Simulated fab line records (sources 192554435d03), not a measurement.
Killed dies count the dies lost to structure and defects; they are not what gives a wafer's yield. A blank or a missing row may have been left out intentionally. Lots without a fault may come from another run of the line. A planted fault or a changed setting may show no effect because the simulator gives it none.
fab line records | flow n5Finfet
record: lots: 11 | wafers: 33 | lastDay: 18
route steps=1938 shown HKMG_FIN@399 PASSIVATION@1936
lots that met no fault: from a run of the same line without faults
startH: the number of hours between the record's first day and the start of the first shown wafer of the lot | waitH: time in hours since the lot's previous step | " same as the row above | L1.1+2: one row covering several wafers at once | - value missing, or start not given | * or withheld: withheld | < > ~ a bound
route shown NAME@n: a module of which the file shows steps, and the number in the route of the first | usual: mean/standard deviation taken from wafers without a fault | same: alike in all rows | chamber/n: place in a boat | sites: per-site readings | _std_site: the values' standard deviation | _edge_site: inner sites' mean taken away from outer sites' mean | radiusMm: for every site, how far away it sits from the centre of the wafer | mask NAME#n: copy n | behind: the most recent tool/chamber to have shaped the wafer | hold: reason for holding the lot/hours on hold/outcome of the hold | device: which transistor (n, p or np) failed to switch | end of line: the tests these same wafers got at the end of their route | a step with no rows: only its recipe | killed: count of dies lost to structure and defects at first sort (not the wafer's yield) | map: a wafer's dies, x killed, . not, _ none there
set.NAME: setting as actually run; set.NAME@STEP: the setting as run at that earlier step | model.NAME: the simulator's own value behind a step, which no gauge read
a sample of lots followed through the steps of the route, with each step as a table and each wafer as a row
services: the hour from which a tool's chamber was out of use, counted from the record's first day as startH (under 0 if before that day), plus the number of hours and why
== steps ==
step: N5_HKMG_FIN_OVL_MEAS_50
recipe: pointsPerWafer: 44
usual: NDIPOLE_OVL: 0.3/0.78
lot.wafer | tool       | chamber | startH | waitH | NDIPOLE_OVL[nm]
L473.1    | overlay-01 | 0       | 79.92  | 0.0   | -0.9
L473.2    | "          | 0       | "      | "     | -0.4
L473.5    | "          | 0       | "      | "     | -0.3
L475.1    | overlay-02 | 0       | 90.85  | 0.0   | -0.4
L475.2    | "          | 0       | "      | "     | -0.5
L475.5    | "          | 0       | "      | "     | -0.5
L476.1    | overlay-01 | 0       | 98.64  | 0.0   | -0.6
L476.3    | "          | 0       | "      | "     | -0.4
L476.6    | "          | 0       | "      | "     | -0.2
L478.1    | overlay-01 | 0       | 110.08 | 0.0   | 1.3
L478.2    | "          | 0       | "      | "     | 1.8
L478.6    | "          | 0       | "      | "     | 1.0
L479.2    | overlay-02 | 0       | 115.96 | 0.0   | 1.2
L479.5    | "          | 0       | "      | "     | 1.6
L479.6    | "          | 0       | "      | "     | 1.9
L480.1    | overlay-01 | 0       | 121.74 | 0.0   | -0.5
L480.2    | "          | 0       | "      | "     | -1.0
L480.5    | "          | 0       | "      | "     | 0.1
L486.1    | overlay-01 | 0       | 155.54 | 0.0   | -0.6
L486.3    | "          | 0       | "      | "     | 0.6
L486.5    | "          | 0       | "      | "     | -0.6
L488.1    | overlay-02 | 0       | 168.26 | 0.0   | 0.9
L488.2    | "          | 0       | "      | "     | 0.1
L488.5    | "          | 0       | "      | "     | 0.4
L489.2    | overlay-02 | 0       | 173.54 | 0.0   | -1.1
L489.3    | "          | 0       | "      | "     | 0.1
L489.4    | "          | 0       | "      | "     | -0.5
L491.3    | overlay-02 | 0       | 193.32 | 0.0   | 0.3
L491.5    | "          | 0       | "      | "     | 1.0
L491.6    | "          | 0       | "      | "     | 1.9
L492.1    | overlay-01 | 0       | 193.62 | 0.0   | 0.2
L492.4    | "          | 0       | "      | "     | -0.9
L492.5    | "          | 0       | "      | "     | -0.4
step: N5_HKMG_FIN_CVD_62
recipe: material: a-Si | targetThkA: 30 | tempC: 500 | precursor: Si2H6 | pressureTorr: 1 | timeS: 20.8
usual: heaterPowerW: 1445/180
lot.wafer | tool            | chamber | startH | waitH | heaterPowerW | sinceWetCleanH
L473.1    | thermalCvdSi-02 | 0       | 82.40  | 0.2   | 1219         | 137
L473.2    | "               | 1       | "      | "     | 1491         | 137
L473.5    | "               | 2       | "      | "     | 1778         | -
L475.1    | thermalCvdSi-02 | 1       | 92.93  | 0.2   | 1495         | 147
L475.2    | "               | 0       | "      | "     | 1193         | 147
L475.5    | "               | 0       | "      | "     | 1195         | -
L476.1    | thermalCvdSi-01 | 2       | 100.42 | 0.2   | 1317         | 884
L476.3    | "               | 1       | "      | "     | 1381         | 884
L476.6    | "               | 2       | "      | "     | 1320         | -
L478.1    | thermalCvdSi-01 | 2       | 111.88 | 0.2   | 1334         | 895
L478.2    | "               | 0       | "      | "     | 1507         | 895
L478.6    | "               | 1       | "      | "     | 1364         | -
L479.2    | thermalCvdSi-02 | 0       | 118.02 | 0.2   | 1179         | 173
L479.5    | "               | 2       | "      | "     | 1799         | -
L479.6    | "               | 1       | "      | "     | 1493         | -
L480.1    | thermalCvdSi-01 | 0       | 123.53 | 0.2   | 1528         | 907
L480.2    | "               | 2       | "      | "     | 1286         | 907
L480.5    | "               | 1       | "      | "     | 1363         | -
L486.1    | thermalCvdSi-01 | 1       | 158.07 | 0.2   | 1343         | 942
L486.3    | "               | 0       | "      | "     | 1539         | 942
L486.5    | "               | 1       | "      | "     | 1353         | -
L488.1    | thermalCvdSi-01 | 2       | 170.20 | 0.2   | 1368         | 954
L488.2    | "               | 1       | "      | "     | 1335         | 954
L488.5    | "               | 2       | "      | "     | 1312         | -
L489.2    | thermalCvdSi-02 | 1       | 175.32 | 0.2   | 1519         | 230
L489.3    | "               | 2       | "      | "     | 1792         | 230
L489.4    | "               | 1       | "      | "     | 1485         | -
L491.3    | thermalCvdSi-02 | 0       | 195.11 | 0.2   | 1241         | 250
L491.5    | "               | 1       | "      | "     | 1517         | -
L491.6    | "               | 2       | "      | "     | 1757         | -
L492.1    | thermalCvdSi-01 | 0       | 195.70 | 0.2   | 1543         | 979
L492.4    | "               | 0       | "      | "     | 1535         | -
L492.5    | "               | 1       | "      | "     | 1365         | -
step: N5_HKMG_FIN_PRECLEAN_64
recipe: chemistry: dHF | timeS: 30 | tempC: 25 | dilution: withheld
lot.wafer  | tool        | chamber | startH | waitH
L473.1+2+5 | wetBench-04 | 3,2,1   | 82.68  | 0.1
L475.1+2+5 | wetBench-01 | 6,4,7   | 93.24  | 0.1
L476.1+3+6 | wetBench-04 | 3,4,6   | 100.70 | 0.1
L478.1+2+6 | wetBench-06 | 6,2,3   | 112.19 | 0.1
L479.2+5+6 | wetBench-01 | 3,5,4   | 118.36 | 0.1
L480.1+2+5 | wetBench-04 | 6,1,7   | 124.06 | 0.1
L486.1+3+5 | wetBench-04 | 0,5,4   | 158.74 | 0.2
L488.1+2+5 | wetBench-01 | 6,3,4   | 170.62 | 0.1
L489.2+3+4 | wetBench-04 | 1,0,5   | 176.44 | 0.1
L491.3+5+6 | wetBench-06 | 6,2,3   | 195.39 | 0.1
L492.1+4+5 | wetBench-01 | 5,3,4   | 196.06 | 0.1
step: N5_HKMG_FIN_INSPECT_14
recipe: mode: adi | inspectInstrument: macro
usual: rawDefectCount: 1.9/1.5
lot.wafer | tool             | chamber | startH | waitH | rawDefectCount
L473.1    | defectInspect-01 | -       | 83.88  | 0.0   | 3
L473.2    | "                | -       | "      | "     | 0
L473.5    | "                | -       | "      | "     | 1
L475.1    | defectInspect-02 | -       | 94.56  | 0.0   | 1
L475.2    | "                | -       | "      | "     | 1
L475.5    | "                | -       | "      | "     | 3
L476.1    | defectInspect-01 | -       | 102.05 | 0.0   | 2
L476.3    | "                | -       | "      | "     | 4
L476.6    | "                | -       | "      | "     | 3
L478.1    | defectInspect-01 | -       | 113.52 | 0.0   | 4
L478.2    | "                | -       | "      | "     | 0
L478.6    | "                | -       | "      | "     | 3
L479.2    | defectInspect-02 | -       | 119.69 | 0.0   | 1
L479.5    | "                | -       | "      | "     | 5
L479.6    | "                | -       | "      | "     | 2
L480.1    | defectInspect-01 | -       | 125.39 | 0.0   | 0
L480.2    | "                | -       | "      | "     | 2
L480.5    | "                | -       | "      | "     | 1
L486.1    | defectInspect-01 | -       | 159.94 | 0.0   | >300
L486.3    | "                | -       | "      | "     | 2
L486.5    | "                | -       | "      | "     | 1
L488.1    | defectInspect-02 | -       | 171.82 | 0.0   | 1
L488.2    | "                | -       | "      | "     | 0
L488.5    | "                | -       | "      | "     | 2
L489.2    | defectInspect-01 | -       | 177.76 | 0.0   | 0
L489.3    | "                | -       | "      | "     | >300
L489.4    | "                | -       | "      | "     | 1
L491.3    | defectInspect-01 | -       | 196.59 | 0.0   | 3
L491.5    | "                | -       | "      | "     | 4
L491.6    | "                | -       | "      | "     | 0
L492.1    | defectInspect-02 | -       | 197.26 | 0.0   | 1
L492.4    | "                | -       | "      | "     | 1
L492.5    | "                | -       | "      | "     | 4
step: N5_HKMG_FIN_ETCH_86
recipe: chemistry: N2/H2 | target: SOC | targetDepthA: 3932 | stopOn: TiN | ionEnergyEv: 100 | biasW: 61 | pressureMtorr: 30 | sourceW: 850 | n2FlowSccm: 200 | h2FlowSccm: 200
usual: drypumpMotorCurrentA: 5.8/0.41 | n2FlowSccm: 200.0/0.55 | oesProductAu: 0.75/0.083 | rfVppV: 240.7/1.5 | showerheadPlenumPTorr: 2.53/0.1 | throttleValvePct: 17.84/0.19
lot.wafer | tool       | chamber | startH | waitH | drypumpMotorCurrentA | n2FlowSccm | oesProductAu | rfHoursCounterH | rfVppV | showerheadPlenumPTorr | throttleValvePct
L473.1    | rieDiel-05 | 0       | 85.24  | -     | 6.1                  | 200.7      | 0.70         | 212             | 237.9  | 2.41                  | 17.73
L473.2    | "          | 3       | "      | "     | 6.2                  | 199.7      | 0.73         | 177             | 239.5  | 2.42                  | 17.69
L473.5    | "          | 2       | "      | "     | 6.1                  | 200.2      | 0.76         | -               | 242.8  | 2.65                  | 17.93
L475.1    | rieDiel-05 | 1       | 96.32  | -     | 5.5                  | 200.2      | 0.69         | 206             | 239.6  | 2.50                  | 17.85
L475.2    | "          | 2       | "      | "     | 6.1                  | 200.2      | 0.75         | 149             | 242.0  | 2.65                  | 17.94
L475.5    | "          | 2       | "      | "     | 6.1                  | 199.5      | 0.75         | -               | 242.5  | 2.65                  | 17.93
L476.1    | rieDiel-05 | 3       | 103.89 | -     | 6.1                  | 200.0      | 0.73         | 185             | 239.1  | 2.42                  | 17.70
L476.3    | "          | 1       | "      | "     | 5.5                  | 200.4      | 0.69         | 209             | 241.2  | 2.50                  | 17.86
L476.6    | "          | 2       | "      | "     | 6.1                  | 200.6      | 0.74         | -               | 241.4  | 2.65                  | 17.94
L478.1    | rieDiel-01 | 1       | 114.91 | -     | 6.1                  | 199.5      | 0.93         | 13              | 240.6  | 2.60                  | 17.54
L478.2    | "          | 0       | "      | "     | 5.2                  | 199.7      | 0.82         | 74              | 244.4  | 2.68                  | 17.69
L478.6    | "          | 0       | "      | "     | 5.2                  | 200.3      | 0.81         | -               | 244.6  | 2.68                  | 17.68
L479.2    | rieDiel-05 | 2       | 121.04 | -     | 6.1                  | 200.8      | 0.75         | 160             | 241.6  | 2.64                  | 17.97
L479.5    | "          | 0       | "      | "     | 6.1                  | 200.7      | 0.69         | -               | 237.8  | 2.40                  | 17.78
L479.6    | "          | 3       | "      | "     | 6.1                  | 200.4      | 0.72         | -               | 239.5  | 2.41                  | 17.72
L480.1    | rieDiel-05 | 3       | 126.94 | -     | 6.1                  | 199.9      | 0.72         | 192             | 239.1  | 2.41                  | 17.72
L480.2    | "          | 2       | "      | "     | 6.1                  | 199.2      | 0.75         | 161             | 240.9  | 2.64                  | 17.97
L480.5    | "          | 3       | "      | "     | 6.1                  | 199.6      | 0.72         | -               | 240.0  | 2.41                  | 17.73
L486.1    | rieDiel-03 | 0       | 162.79 | -     | 6.2                  | 199.9      | 0.70         | 198             | 241.9  | 2.63                  | 18.02
L486.3    | "          | 1       | "      | "     | 6.1                  | 200.2      | 0.67         | 277             | 240.1  | 2.51                  | 17.80
L486.5    | "          | 0       | "      | "     | 6.2                  | 200.7      | 0.70         | -               | 241.3  | 2.63                  | 18.01
L488.1    | rieDiel-05 | 0       | 173.17 | -     | 6.1                  | 200.5      | 0.69         | 235             | 239.8  | 2.40                  | 17.79
L488.2    | "          | 1       | "      | "     | 5.5                  | 199.9      | 0.68         | 227             | 241.5  | 2.49                  | 17.88
L488.5    | "          | 2       | "      | "     | 6.1                  | 199.5      | 0.74         | -               | 242.5  | 2.64                  | 17.97
L489.2    | rieDiel-01 | 1       | 179.12 | -     | 6.1                  | 200.6      | 0.87         | 39              | 241.1  | 2.59                  | 17.59
L489.3    | "          | 0       | "      | "     | 5.2                  | 199.4      | 0.78         | 101             | 240.6  | 2.67                  | 17.73
L489.4    | "          | 2       | "      | "     | 5.5                  | 200.1      | 0.88         | 43              | 241.8  | 2.59                  | 17.63
L491.3    | rieDiel-03 | 2       | 197.97 | -     | 5.2                  | 200.1      | 0.66         | -               | 240.2  | 2.48                  | 18.03
L491.5    | "          | 3       | "      | "     | 5.1                  | 199.6      | 0.71         | -               | 238.8  | 2.41                  | 17.99
L491.6    | "          | 2       | "      | "     | 5.2                  | 200.3      | 0.66         | -               | 241.1  | 2.48                  | 18.02
L492.1    | rieDiel-03 | 3       | 198.70 | -     | 5.1                  | 200.0      | 0.71         | 192             | 237.9  | 2.41                  | 17.99
L492.4    | "          | 3       | "      | "     | 5.1                  | 198.9      | 0.72         | -               | 238.6  | 2.41                  | 17.97
L492.5    | "          | 2       | "      | "     | 5.2                  | 200.1      | 0.66         | -               | 240.9  | 2.48                  | 18.02
step: N5_PASSIVATION_PROBE_49
usual: killed_at_M0_to_M3: 33/9.9 | killed_at_M4_up: 14/6.4 | killedAtContacts: 12/7 | killedAtFrontEnd: 41/13 | killedAtOther: 3.1/2.9 | killedDies: 103/20 | killedOnRim: 13/4 | killedOpen: 67/14 | killedShort: 34/9.4
same: grossDies: 1180 | killedAtBackSide: 0
lot.wafer | tool      | chamber | startH | waitH | killed_at_M0_to_M3 | killed_at_M4_up | killedAtContacts | killedAtFrontEnd | killedAtOther | killedDies | killedOnRim | killedOpen | killedShort
L473.1    | prober-02 | -       | 270.93 | 0.0   | 32                 | 12              | 14               | 32               | 1             | 91         | 12          | 70         | 21
L473.2    | prober-02 | -       | 270.98 | 0.1   | 64                 | 5               | 7                | 42               | 1             | 119        | 17          | 74         | 45
L473.5    | prober-02 | -       | 271.13 | 0.2   | 22                 | 12              | 3                | 34               | 4             | 75         | 8           | 51         | 24
L475.1    | prober-02 | -       | 279.17 | 0.0   | 28                 | 11              | 12               | 32               | 3             | 86         | 14          | 62         | 23
L475.2    | prober-02 | -       | 279.22 | 0.1   | 48                 | 14              | 2                | 51               | 4             | 119        | 8           | 78         | 41
L475.5    | prober-02 | -       | 279.37 | 0.2   | 27                 | 9               | 12               | 35               | 2             | 85         | 14          | 59         | 23
L476.1    | prober-01 | -       | 291.30 | 0.0   | 45                 | 8               | 18               | 40               | 1             | 112        | 12          | 64         | 47
L476.3    | prober-01 | -       | 291.40 | 0.1   | 43                 | 13              | 7                | 29               | 1             | 93         | 12          | 56         | 36
L476.6    | prober-01 | -       | 291.55 | 0.3   | 35                 | 16              | 11               | 28               | 0             | 90         | 8           | 56         | 34
L479.2    | prober-02 | -       | 302.92 | 0.1   | 38                 | 7               | 3                | 36               | 1             | 85         | 7           | 50         | 34
L479.5    | prober-02 | -       | 303.07 | 0.2   | 33                 | 14              | 5                | 50               | 1             | 103        | 20          | 67         | 36
L479.6    | prober-02 | -       | 303.12 | 0.3   | 26                 | 13              | 15               | 36               | 2             | 92         | 8           | 53         | 37
L480.1    | prober-01 | -       | 304.99 | 0.0   | 27                 | 16              | 6                | 55               | 6             | 110        | 12          | 58         | 48
L480.2    | prober-01 | -       | 305.04 | 0.1   | 37                 | 5               | 9                | 37               | 1             | 89         | 8           | 47         | 40
L480.5    | prober-01 | -       | 305.19 | 0.2   | 27                 | 8               | 6                | 49               | 6             | 96         | 14          | 54         | 40
L478.1    | prober-01 | -       | 305.67 | 0.0   | 28                 | 33              | 10               | 71               | 3             | 145        | 22          | 85         | 60
L478.2    | prober-01 | -       | 305.72 | 0.1   | 39                 | 30              | 13               | 50               | 2             | 134        | 20          | 76         | 49
L478.6    | prober-01 | -       | 305.92 | 0.3   | 30                 | 26              | 7                | 66               | 1             | 130        | 20          | 81         | 41
L486.1    | prober-01 | -       | 362.88 | 0.0   | 37                 | 7               | 26               | 106              | 5             | 181        | 25          | 68         | 49
L486.3    | prober-01 | -       | 362.98 | 0.1   | 48                 | 12              | 7                | 53               | 2             | 122        | 15          | 77         | 44
L486.5    | prober-01 | -       | 363.08 | 0.2   | 53                 | 14              | 29               | 43               | 4             | 143        | 18          | 91         | 49
L489.2    | prober-02 | -       | 378.25 | 0.1   | 34                 | 14              | 16               | 34               | 2             | 100        | 13          | 70         | 28
L489.3    | prober-02 | -       | 378.30 | 0.1   | 39                 | 18              | 5                | 95               | 4             | 161        | 32          | 57         | 33
L489.4    | prober-02 | -       | 378.35 | 0.2   | 34                 | 16              | 7                | 44               | 10            | 111        | 14          | 69         | 38
L488.1    | prober-02 | -       | 395.11 | 0.0   | 32                 | 10              | 14               | 34               | 0             | 90         | 15          | 44         | 42
L488.2    | prober-02 | -       | 395.16 | 0.1   | 27                 | 4               | 16               | 39               | 5             | 91         | 14          | 47         | 38
L488.5    | prober-02 | -       | 395.31 | 0.2   | 19                 | 9               | 29               | 51               | 0             | 108        | 11          | 64         | 43
killed by level:class
L473.1 BEOL_M0_SAQP:geometricParticle:open=12 MOL_CONTACT_COAG:geometricParticle:open=9 STI_FIN_REVEAL:geometricParticle:open=7 FIN_SAQP:geometricParticle:open=5 MOL_CONTACT_COAG:geometricParticle:short=5 BEOL_M2:geometricParticle:open=5 DUMMY_GATE:geometricParticle:open=4 GATE_CUT:geometricParticle:open=4
L473.2 BEOL_M3:geometricParticle:open=20 FIN_SAQP:geometricParticle:short=14 BEOL_M0_SAQP:geometricParticle:short=13 FIN_SAQP:geometricParticle:open=11 BEOL_M0_SAQP:geometricParticle:open=11 MOL_CONTACT_COAG:geometricParticle:open=6 BEOL_M2:geometricParticle:open=6 BEOL_M3:geometricParticle:short=6
L473.5 FIN_SAQP:geometricParticle:short=7 BEOL_M3:geometricParticle:open=7 FIN_SAQP:geometricParticle:open=6 STI_FIN_REVEAL:geometricParticle:open=6 DUMMY_GATE:geometricParticle:open=5 BEOL_M0_SAQP:geometricParticle:open=5 BEOL_M2:geometricParticle:open=5 BEOL_M0_SAQP:geometricParticle:short=3
L475.1 MOL_CONTACT_COAG:geometricParticle:open=11 GATE_CUT:geometricParticle:short=8 STI_FIN_REVEAL:geometricParticle:open=6 BEOL_M2:geometricParticle:open=6 GATE_CUT:geometricParticle:open=5 BEOL_M0_SAQP:geometricParticle:short=5 BEOL_M0_SAQP:geometricParticle:open=5 FIN_SAQP:geometricParticle:open=4
L475.2 STI_FIN_REVEAL:geometricParticle:open=23 BEOL_M0_SAQP:geometricParticle:open=15 BEOL_M0_SAQP:geometricParticle:short=11 STI_FIN_REVEAL:geometricParticle:short=7 BEOL_M1:geometricParticle:open=6 BEOL_M4:geometricParticle:open=6 GATE_CUT:geometricParticle:short=5 FIN_SAQP:geometricParticle:short=4
L475.5 STI_FIN_REVEAL:geometricParticle:open=17 MOL_CONTACT_COAG:geometricParticle:open=8 BEOL_M0_SAQP:geometricParticle:open=7 BEOL_M0_SAQP:geometricParticle:short=5 GATE_CUT:geometricParticle:short=4 MOL_CONTACT_COAG:geometricParticle:short=4 BEOL_M1:geometricParticle:open=4 FIN_SAQP:geometricParticle:open=3
L476.1 MOL_CONTACT_COAG:geometricParticle:open=14 BEOL_M0_SAQP:geometricParticle:short=14 BEOL_M3:geometricParticle:open=10 FIN_SAQP:geometricParticle:short=8 STI_FIN_REVEAL:geometricParticle:open=8 BEOL_M0_SAQP:geometricParticle:open=6 BEOL_M2:geometricParticle:short=6 DUMMY_GATE:geometricParticle:open=5
L476.3 BEOL_M0_SAQP:geometricParticle:short=14 BEOL_M0_SAQP:geometricParticle:open=11 MOL_CONTACT_COAG:geometricParticle:open=6 DUMMY_GATE:geometricParticle:open=4 BEOL_M0:geometricParticle:open=4 BEOL_M1:geometricParticle:open=4 BEOL_M1:geometricParticle:short=4 BEOL_M3:geometricParticle:open=4
L476.6 STI_FIN_REVEAL:geometricParticle:open=7 MOL_CONTACT_COAG:geometricParticle:open=6 BEOL_M0_SAQP:geometricParticle:open=6 BEOL_M1:geometricParticle:short=6 STARTING-WAFER:geometricParticle:open=6 MOL_CONTACT_COAG:geometricParticle:short=5 BEOL_M2:geometricParticle:open=5 FIN_SAQP:geometricParticle:short=4
L479.2 FIN_SAQP:geometricParticle:short=12 BEOL_M1:geometricParticle:open=10 BEOL_M3:geometricParticle:open=8 FIN_SAQP:geometricParticle:open=6 STI_FIN_REVEAL:geometricParticle:open=6 BEOL_M0_SAQP:geometricParticle:short=5 BEOL_M0_SAQP:geometricParticle:open=4 MOL_CONTACT_COAG:geometricParticle:open=3
L479.5 FIN_SAQP:geometricParticle:short=17 FIN_SAQP:geometricParticle:open=11 BEOL_M1:geometricParticle:open=10 BEOL_M2:geometricParticle:open=7 BEOL_M3:geometricParticle:open=6 STI_FIN_REVEAL:geometricParticle:open=5 BEOL_M4:geometricParticle:open=4 STARTING-WAFER:geometricParticle:open=4
L479.6 FIN_SAQP:geometricParticle:short=14 MOL_CONTACT_COAG:geometricParticle:open=12 BEOL_M3:geometricParticle:open=6 BEOL_M2:geometricParticle:open=6 BEOL_M6:geometricParticle:open=6 STI_FIN_REVEAL:geometricParticle:open=4 BEOL_M1:geometricParticle:open=4 BEOL_M0_SAQP:geometricParticle:short=3
L480.1 FIN_SAQP:geometricParticle:short=19 FIN_SAQP:geometricParticle:open=7 STI_FIN_REVEAL:geometricParticle:open=6 BEOL_M0_SAQP:geometricParticle:open=6 BEOL_M4:geometricParticle:open=6 SPACER0:geometricParticle:open=5 MOL_CONTACT_COAG:geometricParticle:open=5 BEOL_M1:geometricParticle:open=5
L480.2 GATE_CUT:geometricParticle:short=10 BEOL_M0_SAQP:geometricParticle:open=7 BEOL_M3:geometricParticle:open=7 MOL_CONTACT_COAG:geometricParticle:open=6 BEOL_M1:geometricParticle:open=6 BEOL_M0_SAQP:geometricParticle:short=5 BEOL_M2:geometricParticle:open=5 BEOL_M1:geometricParticle:short=4
L480.5 STI_FIN_REVEAL:geometricParticle:open=16 FIN_SAQP:geometricParticle:short=13 MOL_CONTACT_COAG:geometricParticle:open=6 BEOL_M3:geometricParticle:open=6 BEOL_M4:geometricParticle:short=5 DUMMY_GATE:geometricParticle:open=4 BEOL_M0_SAQP:geometricParticle:open=4 BEOL_M1:geometricParticle:open=4
L478.1 FIN_SAQP:geometricParticle:short=26 BEOL_M4:geometricParticle:open=22 FIN_SAQP:geometricParticle:open=15 MOL_CONTACT_COAG:geometricParticle:open=8 BEOL_M0_SAQP:geometricParticle:open=6 STI_FIN_REVEAL:geometricParticle:open=6 GATE_CUT:geometricParticle:short=6 BEOL_M2:geometricParticle:short=5
L478.2 BEOL_M4:geometricParticle:open=16 BEOL_M0_SAQP:geometricParticle:open=12 MOL_CONTACT_COAG:geometricParticle:open=12 GATE_CUT:geometricParticle:short=11 FIN_SAQP:geometricParticle:short=10 HKMG_FIN:areaEtch=9 BEOL_M2:geometricParticle:open=8 BEOL_M0_SAQP:geometricParticle:short=7
L478.6 BEOL_M4:geometricParticle:open=14 FIN_SAQP:geometricParticle:open=12 FIN_SAQP:geometricParticle:short=11 BEOL_M0_SAQP:geometricParticle:open=11 STI_FIN_REVEAL:geometricParticle:open=8 HKMG_FIN:areaEtch=8 MOL_CONTACT_COAG:geometricParticle:open=6 DUMMY_GATE:geometricParticle:open=5
L486.1 HKMG_FIN:unspecified=64 MOL_CONTACT_COAG:geometricParticle:open=19 BEOL_M0_SAQP:geometricParticle:short=13 FIN_SAQP:geometricParticle:short=9 BEOL_M0_SAQP:geometricParticle:open=8 FIN_SAQP:geometricParticle:open=7 STI_FIN_REVEAL:geometricParticle:open=7 MOL_CONTACT_COAG:geometricParticle:short=7
L486.3 BEOL_M3:geometricParticle:open=16 FIN_SAQP:geometricParticle:short=15 STI_FIN_REVEAL:geometricParticle:open=11 FIN_SAQP:geometricParticle:open=9 GATE_CUT:geometricParticle:short=9 BEOL_M0_SAQP:geometricParticle:short=8 BEOL_M4:geometricParticle:open=8 MOL_CONTACT_COAG:geometricParticle:open=7
L486.5 MOL_CONTACT_COAG:geometricParticle:open=24 BEOL_M3:geometricParticle:open=12 BEOL_M2:geometricParticle:open=11 FIN_SAQP:geometricParticle:open=10 FIN_SAQP:geometricParticle:short=9 STI_FIN_REVEAL:geometricParticle:open=9 GATE_CUT:geometricParticle:short=7 BEOL_M0_SAQP:geometricParticle:short=7
L489.2 MOL_CONTACT_COAG:geometricParticle:open=14 BEOL_M3:geometricParticle:open=9 STI_FIN_REVEAL:geometricParticle:open=9 BEOL_M0_SAQP:geometricParticle:short=7 BEOL_M0_SAQP:geometricParticle:open=6 BEOL_M4:geometricParticle:open=6 FIN_SAQP:geometricParticle:open=5 FIN_SAQP:geometricParticle:short=4
L489.3 HKMG_FIN:unspecified=57 HKMG_FIN:areaEtch=12 BEOL_M3:geometricParticle:open=9 STI_FIN_REVEAL:geometricParticle:open=7 BEOL_M0_SAQP:geometricParticle:open=7 BEOL_M0_SAQP:geometricParticle:short=6 BEOL_M4:geometricParticle:open=6 BEOL_M2:geometricParticle:open=5
L489.4 FIN_SAQP:geometricParticle:short=15 BEOL_M0_SAQP:geometricParticle:open=10 FIN_SAQP:geometricParticle:open=7 STI_FIN_REVEAL:geometricParticle:open=7 MOL_CONTACT_COAG:geometricParticle:open=7 BEOL_M0_SAQP:geometricParticle:short=7 BEOL_M4:geometricParticle:open=7 BEOL_M3:geometricParticle:open=6
L488.1 BEOL_M0_SAQP:geometricParticle:short=13 FIN_SAQP:geometricParticle:short=12 MOL_CONTACT_COAG:geometricParticle:open=11 BEOL_M2:geometricParticle:open=8 GATE_CUT:geometricParticle:short=4 BEOL_M0_SAQP:geometricParticle:open=4 FIN_SAQP:geometricParticle:open=3 MOL_CONTACT_COAG:geometricParticle:short=3
L488.2 FIN_SAQP:geometricParticle:short=11 FIN_SAQP:geometricParticle:open=9 MOL_CONTACT_COAG:geometricParticle:open=9 BEOL_M3:geometricParticle:open=8 GATE_CUT:geometricParticle:short=7 MOL_CONTACT_COAG:geometricParticle:short=7 BEOL_M1:geometricParticle:open=5 GATE_CUT:geometricParticle:open=4
L488.5 MOL_CONTACT_COAG:geometricParticle:open=24 FIN_SAQP:geometricParticle:short=16 FIN_SAQP:geometricParticle:open=13 BEOL_M0_SAQP:geometricParticle:open=6 GATE_CUT:geometricParticle:short=5 MOL_CONTACT_COAG:geometricParticle:short=5 STI_FIN_REVEAL:geometricParticle:open=4 BEOL_M0_SAQP:geometricParticle:short=4
== services ==
tool            | chamber | startH | hours | kind
rieDiel-01      | 1       | 59.08  | 2.7   | repair
rieDiel-03      | 3       | 60.64  | 132.0 | repair
rieDiel-01      | 1       | 67.45  | -     | clean
rieDiel-01      | 1       | 67.45  | -     | consumableReplace:focusRing
rieDiel-01      | 1       | 67.45  | 16.1  | scheduledDown
rieDiel-01      | 1       | 67.45  | 16.1  | ventCycle
rieDiel-01      | 2       | 79.65  | 27.8  | repair
rieDiel-01      | 3       | 137.47 | -     | clean
rieDiel-01      | 3       | 137.47 | -     | consumableReplace:focusRing
rieDiel-01      | 3       | 137.47 | -     | consumableReplace:showerhead
rieDiel-01      | 3       | 137.47 | 16.5  | scheduledDown
rieDiel-01      | 3       | 137.47 | 16.5  | ventCycle
rieDiel-05      | 0       | 175.21 | 1.2   | repair
thermalCvdSi-01 | -       | 180.80 | 0.7   | repair
rieDiel-03      | 1       | 192.64 | -     | clean
rieDiel-03      | 1       | 192.64 | -     | consumableReplace:focusRing
rieDiel-03      | 1       | 192.64 | 15.9  | scheduledDown
rieDiel-03      | 1       | 192.64 | 15.9  | ventCycle
thermalCvdSi-01 | -       | 197.82 | 6.0   | pm
== key ==
firstSign: step: N5_HKMG_FIN_INSPECT_14 | reading: rawDefectCount | direction: up | sigmas: 99+ | usual: 1.9 | struck: >300
effect: step: N5_PASSIVATION_PROBE_49 | reading: killedAtFrontEnd | direction: up | sigmas: 4.6 | usual: 41 | struck: 100
moreKillsBornAt: N5_HKMG_FIN_PRECLEAN_64@wetBench-04: 121
metAt N5_HKMG_FIN_PRECLEAN_64
struckLots L486,L489
struckWafers L486.1,L489.3
testerLeftOut L486,L489
baselineLoss: step: N5_HKMG_FIN_ETCH_86 | wafers: L489.3
notActingAt N5_HKMG_FIN_OVL_MEAS_50,N5_HKMG_FIN_CVD_62,N5_HKMG_FIN_ETCH_86
fault: kind: chamberParticleSource | tool: wetBench-04 | chamber: 0 | onsetH: 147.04 | steps: N5_HKMG_FIN_PRECLEAN_64 | ratePerVisitCm2: 0.56755 | endH: 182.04
testerLeftOut: of these lots the tester's yield and bins aren't shown, on N5 and GAA mostly nor the transistor test; their killed dies are dies lost to structure and defects alone, not to doping, threshold or leakage, so they don't give the yield
baselineLoss: these wafers lose ten dies or more at that step, a loss of the line's own and not of a fault; the sort's usual values leave them out
